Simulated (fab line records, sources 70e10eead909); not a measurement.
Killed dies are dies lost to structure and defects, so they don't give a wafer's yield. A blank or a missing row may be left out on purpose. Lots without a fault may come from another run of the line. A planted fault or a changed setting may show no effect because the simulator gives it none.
Which tool did it? | flow nand_harc | 24 lots, 72 wafers sampled, at 6 steps of a route of 1302

WHAT THE GAUGES READ, wafer by wafer
The record holds no reading of a measuring or inspecting step that can be judged against a usual standard deviation.

WHICH TOOL RAN EACH LOT (tool, then ch and the chambers of the sampled wafers, then the start)
lot  | NHARC_A_STAIRCASE_TRIM_231                    | NHARC_A_STAIRCASE_ETCH_234                    | NHARC_A_STAIRCASE_ETCH_236                    | NHARC_A_STAIRCASE_DEP_259       | NHARC_A_STAIRCASE_ALD_420        | NHARC_A_STAIRCASE_DEP_151
L074 | rie_diel-13 ch 0,1,3, day 16 01:32 or earlier | rie_diel-13 ch 0,2,3, day 16 01:32 or earlier | rie_diel-13 ch 2,3, day 16 01:32 or earlier   | pecvd-04 ch 0,1,2, day 16 01:32 | ald_hk-01 ch 2,3, day 17 04:50   | pecvd-03 ch 0,1,2, day 17 15:41
L075 | rie_diel-04 ch 0,2, day 17 06:19 or earlier   | rie_diel-04 ch 0,2, day 17 06:19 or earlier   | rie_diel-04 ch 0,1,2, day 17 06:19 or earlier | pecvd-04 ch 0,1, day 17 06:19   | ald_hk-01 ch 1,2, day 18 01:16   | pecvd-04 ch 1,2, day 18 09:32
L076 | rie_diel-04 ch 0,2, day 17 06:26 or earlier   | rie_diel-04 ch 1,2, day 17 06:26 or earlier   | rie_diel-04 ch 1,2, day 17 06:26 or earlier   | pecvd-03 ch 0,1, day 17 06:26   | ald_hk-01 ch 0,1,2, day 18 04:45 | pecvd-03 ch 0,1, day 18 13:14
L077 | rie_diel-13 ch 0,3, day 17 21:21 or earlier   | rie_diel-13 ch 0,2,3, day 17 21:21 or earlier | rie_diel-13 ch 0,3, day 17 21:21 or earlier   | pecvd-02 ch 1,2, day 17 21:21   | ald_hk-01 ch 0,2, day 18 16:23   | pecvd-02 ch 0,1, day 19 00:29
L078 | rie_diel-08 ch 0,1,2, day 17 22:56 or earlier | rie_diel-08 ch 1,2,3, day 17 22:56 or earlier | rie_diel-08 ch 0,1,3, day 17 22:56 or earlier | pecvd-04 ch 0,1,2, day 17 22:56 | ald_hk-03 ch 1,2,3, day 18 16:13 | pecvd-03 ch 0,1,2, day 19 00:18
L079 | rie_diel-13 ch 2,3, day 18 06:46 or earlier   | rie_diel-13 ch 2,3, day 18 06:46 or earlier   | rie_diel-13 ch 0,2, day 18 06:46 or earlier   | pecvd-04 ch 0,1,2, day 18 06:46 | ald_hk-04 ch 0,2,3, day 19 02:31 | pecvd-04 ch 0,1,2, day 19 10:35
L080 | rie_diel-04 ch 0,1,2, day 18 20:41 or earlier | rie_diel-04 ch 1,2, day 18 20:41 or earlier   | rie_diel-04 ch 1,2,3, day 18 20:41 or earlier | pecvd-02 ch 1,2, day 18 20:41   | ald_hk-03 ch 1,2,3, day 19 20:58 | pecvd-02 ch 0,1,2, day 20 04:40
L081 | rie_diel-08 ch 0,1,2, day 19 13:26 or earlier | rie_diel-08 ch 0,1, day 19 13:26 or earlier   | rie_diel-08 ch 0,2,3, day 19 13:26 or earlier | pecvd-04 ch 1,2, day 19 13:26   | ald_hk-01 ch 1,2,3, day 20 10:26 | pecvd-03 ch 0,1,2, day 20 18:27
L082 | rie_diel-13 ch 1,3, day 19 18:31 or earlier   | rie_diel-13 ch 0,1,3, day 19 18:31 or earlier | rie_diel-13 ch 0,1,3, day 19 18:31 or earlier | pecvd-02 ch 0,1,2, day 19 18:31 | ald_hk-04 ch 0,1,2, day 20 14:00 | pecvd-03 ch 0,2, day 20 22:06
L083 | rie_diel-13 ch 0,1,3, day 20 20:28 or earlier | rie_diel-13 ch 0,1,2, day 20 20:28 or earlier | rie_diel-13 ch 0,1,3, day 20 20:28 or earlier | pecvd-04 ch 0,2, day 20 20:28   | ald_hk-04 ch 0,2,3, day 22 00:32 | pecvd-04 ch 0,2, day 22 08:41
L086 | rie_diel-13 ch 0,1, day 21 02:07 or earlier   | rie_diel-13 ch 0,1, day 21 02:07 or earlier   | rie_diel-13 ch 0,1,2, day 21 02:07 or earlier | pecvd-03 ch 0,2, day 21 02:07   | ald_hk-03 ch 0,1,2, day 22 06:27 | pecvd-04 ch 1,2, day 22 14:04
L084 | rie_diel-04 ch 1,2,3, day 21 05:44 or earlier | rie_diel-04 ch 1,3, day 21 05:44 or earlier   | rie_diel-04 ch 0,2, day 21 05:44 or earlier   | pecvd-02 ch 0,2, day 21 05:44   | ald_hk-01 ch 0,1, day 22 05:58   | pecvd-03 ch 0,1,2, day 22 14:10
L085 | rie_diel-13 ch 0,1,2, day 21 07:37 or earlier | rie_diel-13 ch 0,2, day 21 07:37 or earlier   | rie_diel-13 ch 0,2,3, day 21 07:37 or earlier | pecvd-02 ch 0,1,2, day 21 07:37 | ald_hk-04 ch 1,2, day 22 08:33   | pecvd-02 ch 0,1,2, day 22 14:10
L087 | rie_diel-13 ch 0,2,3, day 22 06:31 or earlier | rie_diel-13 ch 0,2, day 22 06:31 or earlier   | rie_diel-13 ch 0,2, day 22 06:31 or earlier   | pecvd-02 ch 0,1,2, day 22 06:31 | ald_hk-03 ch 0,1,3, day 23 09:58 | pecvd-04 ch 1,2, day 23 19:00
L088 | rie_diel-08 ch 1,3, day 22 08:53 or earlier   | rie_diel-08 ch 0,1,3, day 22 08:53 or earlier | rie_diel-08 ch 0,2, day 22 08:53 or earlier   | pecvd-02 ch 1,2, day 22 08:53   | ald_hk-01 ch 0,1,2, day 23 09:57 | pecvd-02 ch 1,2, day 23 18:59
L089 | rie_diel-04 ch 0,2, day 22 21:15 or earlier   | rie_diel-04 ch 0,3, day 22 21:15 or earlier   | rie_diel-04 ch 0,2, day 22 21:15 or earlier   | pecvd-02 ch 0,2, day 22 21:15   | ald_hk-04 ch 0,3, day 23 18:50   | pecvd-02 ch 0,1,2, day 24 03:25
L091 | rie_diel-04 ch 0,1,2, day 23 05:04 or earlier | rie_diel-04 ch 0,1,3, day 23 05:04 or earlier | rie_diel-04 ch 0,1,3, day 23 05:04 or earlier | pecvd-02 ch 0,1,2, day 23 05:04 | ald_hk-01 ch 0,1,2, day 24 03:07 | pecvd-03 ch 0,2, day 24 11:14
L090 | rie_diel-08 ch 1,2,3, day 23 05:32 or earlier | rie_diel-08 ch 0,1, day 23 05:32 or earlier   | rie_diel-08 ch 1,2,3, day 23 05:32 or earlier | pecvd-03 ch 1,2, day 23 05:32   | ald_hk-04 ch 2,3, day 24 03:16   | pecvd-02 ch 0,1,2, day 24 11:18
L092 | rie_diel-08 ch 1,2, day 24 16:21 or earlier   | rie_diel-08 ch 0,1, day 24 16:21 or earlier   | rie_diel-08 ch 2,3, day 24 16:21 or earlier   | pecvd-03 ch 0,1,2, day 24 16:21 | ald_hk-01 ch 0,2,3, day 25 11:46 | pecvd-03 ch 0,1,2, day 25 19:41
L093 | rie_diel-04 ch 0,3, day 24 18:03 or earlier   | rie_diel-04 ch 0,1,2, day 24 18:03 or earlier | rie_diel-04 ch 1,2,3, day 24 18:03 or earlier | pecvd-03 ch 0,1, day 24 18:03   | ald_hk-04 ch 2,3, day 25 14:21   | pecvd-03 ch 0,2, day 25 19:58
L094 | rie_diel-08 ch 1,2,3, day 24 20:05 or earlier | rie_diel-08 ch 1,3, day 24 20:05 or earlier   | rie_diel-08 ch 0,2,3, day 24 20:05 or earlier | pecvd-04 ch 0,1,2, day 24 20:05 | ald_hk-04 ch 1,3, day 25 16:12   | pecvd-03 ch 0,1,2, day 26 00:16
L095 | rie_diel-13 ch 1,2,3, day 25 04:58 or earlier | rie_diel-13 ch 1,2,3, day 25 04:58 or earlier | rie_diel-13 ch 0,2,3, day 25 04:58 or earlier | pecvd-03 ch 0,1,2, day 25 04:58 | ald_hk-01 ch 0,2,3, day 26 00:32 | pecvd-04 ch 0,2, day 26 08:35
L096 | rie_diel-04 ch 0,3, day 25 12:25 or earlier   | rie_diel-04 ch 0,2, day 25 12:25 or earlier   | rie_diel-04 ch 0,1,2, day 25 12:25 or earlier | pecvd-04 ch 0,1,2, day 25 12:25 | ald_hk-03 ch 2,3, day 26 09:32   | pecvd-04 ch 0,1,2, day 26 17:42
L097 | rie_diel-04 ch 0,1, day 26 01:25 or earlier   | rie_diel-04 ch 0,3, day 26 01:25 or earlier   | rie_diel-04 ch 0,3, day 26 01:25 or earlier   | pecvd-04 ch 0,1,2, day 26 01:25 | ald_hk-04 ch 0,1,2, day 27 01:44 | pecvd-02 ch 0,1,2, day 27 10:05
- NHARC_A_STAIRCASE_TRIM_231: chemistry O2, time 211.2 s.
- NHARC_A_STAIRCASE_ETCH_234: etches the open film in C4F8/O2, target depth 100 nm, time 40.5 s.
- NHARC_A_STAIRCASE_ETCH_236: etches the open film in C4F8/O2, target depth 100 nm, time 40.5 s.
- NHARC_A_STAIRCASE_DEP_259: deposits SiON, target thk 30 nm.
- NHARC_A_STAIRCASE_ALD_420: deposits SiO2, target thk 20 nm, pulse time 6 s, ald cycles 200.
- NHARC_A_STAIRCASE_DEP_151: deposits SiO2, target thk 7200 nm.

WHAT THE TOOLS THEMSELVES READ (means of the sampled wafers that have a number; where no wafer has one, the mark that the record gives instead)
NHARC_A_STAIRCASE_TRIM_231.
lot  | tool        | drypump_motor_current_A (A) | oes_product_au (a.u.) | rf_vpp_V (V) | showerhead_plenum_p_Torr (Torr) | throttle_valve_pct (%)
L074 | rie_diel-13 | 6.0                         | 0.998                 | 58.0         | 3.52                            | 17.037
L075 | rie_diel-04 | 6.0                         | 1.000                 | 58.1         | 3.76                            | 17.041
L076 | rie_diel-04 | 6.1                         | 1.006                 | 58.7         | 3.76                            | 17.040
L077 | rie_diel-13 | 6.4                         | 0.999                 | 57.2         | 3.35                            | 17.033
L078 | rie_diel-08 | 5.6                         | 1.010                 | 57.9         | 3.53                            | 17.033
L079 | rie_diel-13 | 6.1                         | 1.001                 | 58.6         | 3.47                            | 17.035
L080 | rie_diel-04 | 5.6                         | 0.993                 | 58.3         | 3.71                            | 17.034
L081 | rie_diel-08 | 5.6                         | 1.000                 | 58.2         | 3.52                            | 17.033
L082 | rie_diel-13 | 5.9                         | 0.998                 | 58.2         | 3.63                            | 17.046
L083 | rie_diel-13 | 6.0                         | 0.998                 | 57.9         | 3.50                            | 17.041
L086 | rie_diel-13 | 5.6                         | 0.995                 | 57.5         | 3.65                            | 17.036
L084 | rie_diel-04 | 5.8                         | 0.999                 | 58.7         | 3.63                            | 17.034
L085 | rie_diel-13 | 5.8                         | 0.996                 | 57.5         | 3.57                            | 17.042
L087 | rie_diel-13 | 6.1                         | 1.004                 | 56.8         | 3.41                            | 17.041
L088 | rie_diel-08 | 5.8                         | 1.006                 | 57.2         | 3.44                            | 17.023
L089 | rie_diel-04 | 6.1                         | 0.996                 | 58.4         | 3.68                            | 17.041
L091 | rie_diel-04 | 5.6                         | 1.002                 | 57.2         | 3.69                            | 17.045
L090 | rie_diel-08 | 5.6                         | 1.004                 | 57.8         | 3.45                            | 17.041
L092 | rie_diel-08 | 5.6                         | 0.997                 | 57.5         | 3.50                            | 17.038
L093 | rie_diel-04 | 6.2                         | 0.988                 | 58.4         | 3.55                            | 17.032
L094 | rie_diel-08 | 5.6                         | 1.009                 | 58.1         | 3.45                            | 17.045
L095 | rie_diel-13 | 6.0                         | 0.998                 | 57.5         | 3.52                            | 17.036
L096 | rie_diel-04 | 6.2                         | 0.986                 | 58.9         | 3.54                            | 17.033
L097 | rie_diel-04 | 5.7                         | 0.996                 | 57.6         | 3.63                            | 17.040

NHARC_A_STAIRCASE_ETCH_234.
lot  | tool        | oes_product_au (a.u.) | rf_vpp_V (V)
L074 | rie_diel-13 | 0.953                 | 893
L075 | rie_diel-04 | 0.937                 | 903
L076 | rie_diel-04 | 0.939                 | 905
L077 | rie_diel-13 | 0.940                 | 892
L078 | rie_diel-08 | 0.944                 | 894
L079 | rie_diel-13 | 0.946                 | 891
L080 | rie_diel-04 | 0.943                 | 905
L081 | rie_diel-08 | 0.939                 | 897
L082 | rie_diel-13 | 0.943                 | 894
L083 | rie_diel-13 | 0.941                 | 898
L086 | rie_diel-13 | 0.937                 | 900
L084 | rie_diel-04 | 0.947                 | 899
L085 | rie_diel-13 | 0.949                 | 894
L087 | rie_diel-13 | 0.935                 | 893
L088 | rie_diel-08 | 0.945                 | 893
L089 | rie_diel-04 | 0.938                 | 895
L091 | rie_diel-04 | 0.935                 | 898
L090 | rie_diel-08 | 0.949                 | 895
L092 | rie_diel-08 | 0.954                 | 895
L093 | rie_diel-04 | 0.945                 | 902
L094 | rie_diel-08 | 0.952                 | 892
L095 | rie_diel-13 | 0.944                 | 896
L096 | rie_diel-04 | 0.945                 | 903
L097 | rie_diel-04 | 0.929                 | 897

NHARC_A_STAIRCASE_ETCH_236.
lot  | tool        | oes_product_au (a.u.) | rf_vpp_V (V)
L074 | rie_diel-13 | 0.960                 | 894
L075 | rie_diel-04 | 0.934                 | 904
L076 | rie_diel-04 | 0.941                 | 903
L077 | rie_diel-13 | 0.923                 | 889
L078 | rie_diel-08 | 0.936                 | 894
L079 | rie_diel-13 | 0.941                 | 893
L080 | rie_diel-04 | 0.945                 | 900
L081 | rie_diel-08 | 0.956                 | 895
L082 | rie_diel-13 | 0.933                 | 895
L083 | rie_diel-13 | 0.934                 | 895
L086 | rie_diel-13 | 0.939                 | 898
L084 | rie_diel-04 | 0.946                 | 903
L085 | rie_diel-13 | 0.943                 | 892
L087 | rie_diel-13 | 0.939                 | 893
L088 | rie_diel-08 | 0.950                 | 896
L089 | rie_diel-04 | 0.949                 | 903
L091 | rie_diel-04 | 0.937                 | 899
L090 | rie_diel-08 | 0.948                 | 894
L092 | rie_diel-08 | 0.952                 | 892
L093 | rie_diel-04 | 0.951                 | 900
L094 | rie_diel-08 | 0.961                 | 893
L095 | rie_diel-13 | 0.949                 | 891
L096 | rie_diel-04 | 0.935                 | 901
L097 | rie_diel-04 | 0.932                 | 897

NHARC_A_STAIRCASE_DEP_259.
lot  | tool     | heater_power_w (W)
L074 | pecvd-04 | 624
L075 | pecvd-04 | 594
L076 | pecvd-03 | 676
L077 | pecvd-02 | 698
L078 | pecvd-04 | 608
L079 | pecvd-04 | 652
L080 | pecvd-02 | 749
L081 | pecvd-04 | 718
L082 | pecvd-02 | 767
L083 | pecvd-04 | 635
L086 | pecvd-03 | 652
L084 | pecvd-02 | 703
L085 | pecvd-02 | 766
L087 | pecvd-02 | 741
L088 | pecvd-02 | 784
L089 | pecvd-02 | 850
L091 | pecvd-02 | 701
L090 | pecvd-03 | 715
L092 | pecvd-03 | 684
L093 | pecvd-03 | 695
L094 | pecvd-04 | 665
L095 | pecvd-03 | 661
L096 | pecvd-04 | 683
L097 | pecvd-04 | 629

NHARC_A_STAIRCASE_ALD_420.
lot  | tool      | heater_power_w (W) | precursor_pulse_height_rel
L074 | ald_hk-01 | 443                | 0.995
L075 | ald_hk-01 | 466                | 1.007
L076 | ald_hk-01 | 484                | 1.004
L077 | ald_hk-01 | 445                | 1.018
L078 | ald_hk-03 | 454                | 1.019
L079 | ald_hk-04 | 478                | 1.010
L080 | ald_hk-03 | 457                | 0.994
L081 | ald_hk-01 | 476                | 1.002
L082 | ald_hk-04 | 446                | 1.015
L083 | ald_hk-04 | 476                | 1.008
L086 | ald_hk-03 | 454                | 0.987
L084 | ald_hk-01 | 500                | 1.002
L085 | ald_hk-04 | 454                | 0.992
L087 | ald_hk-03 | 470                | 0.994
L088 | ald_hk-01 | 483                | 0.994
L089 | ald_hk-04 | 495                | 1.004
L091 | ald_hk-01 | 485                | 0.980
L090 | ald_hk-04 | 497                | 0.995
L092 | ald_hk-01 | 470                | 0.999
L093 | ald_hk-04 | 492                | 1.011
L094 | ald_hk-04 | 473                | 0.999
L095 | ald_hk-01 | 474                | 1.008
L096 | ald_hk-03 | 446                | 1.023
L097 | ald_hk-04 | 456                | 0.993

NHARC_A_STAIRCASE_DEP_151.
lot  | tool     | heater_power_w (W)
L074 | pecvd-03 | 535
L075 | pecvd-04 | 568
L076 | pecvd-03 | 522
L077 | pecvd-02 | 623
L078 | pecvd-03 | 601
L079 | pecvd-04 | 514
L080 | pecvd-02 | 640
L081 | pecvd-03 | 581
L082 | pecvd-03 | 545
L083 | pecvd-04 | 615
L086 | pecvd-04 | 540
L084 | pecvd-03 | 589
L085 | pecvd-02 | 634
L087 | pecvd-04 | 564
L088 | pecvd-02 | 631
L089 | pecvd-02 | 669
L091 | pecvd-03 | 607
L090 | pecvd-02 | 607
L092 | pecvd-03 | 548
L093 | pecvd-03 | 588
L094 | pecvd-03 | 552
L095 | pecvd-04 | 579
L096 | pecvd-04 | 604
L097 | pecvd-02 | 601

THE ANSWER, worked out from the rows above alone
Rule: what is usual is taken from the lots themselves. Put in order of their means at a reading, lots are off if they are a third of the lots or fewer, leave a main group of 4 or more, and stand apart from it by a gap of 3 or more times the standard deviation of the main group's means; of several such gaps the widest counts. A main group whose means are all the same, to the digits that the tables above print for the reading, isn't used. A lot without any number at a reading at which 4 lots or more have one is off too. The other lots that the step has rows for count as sound. The gauges are gone through in route order, then the tools' own readings, and for those a lot's mean is taken as printed above. The first step at which some lot is off is used, and at that step the reading that is off furthest; a lot without a number counts as furthest.
No lot is off at any reading shown: from this, nothing can be told.

WHAT THE SIMULATOR HAD PUT IN
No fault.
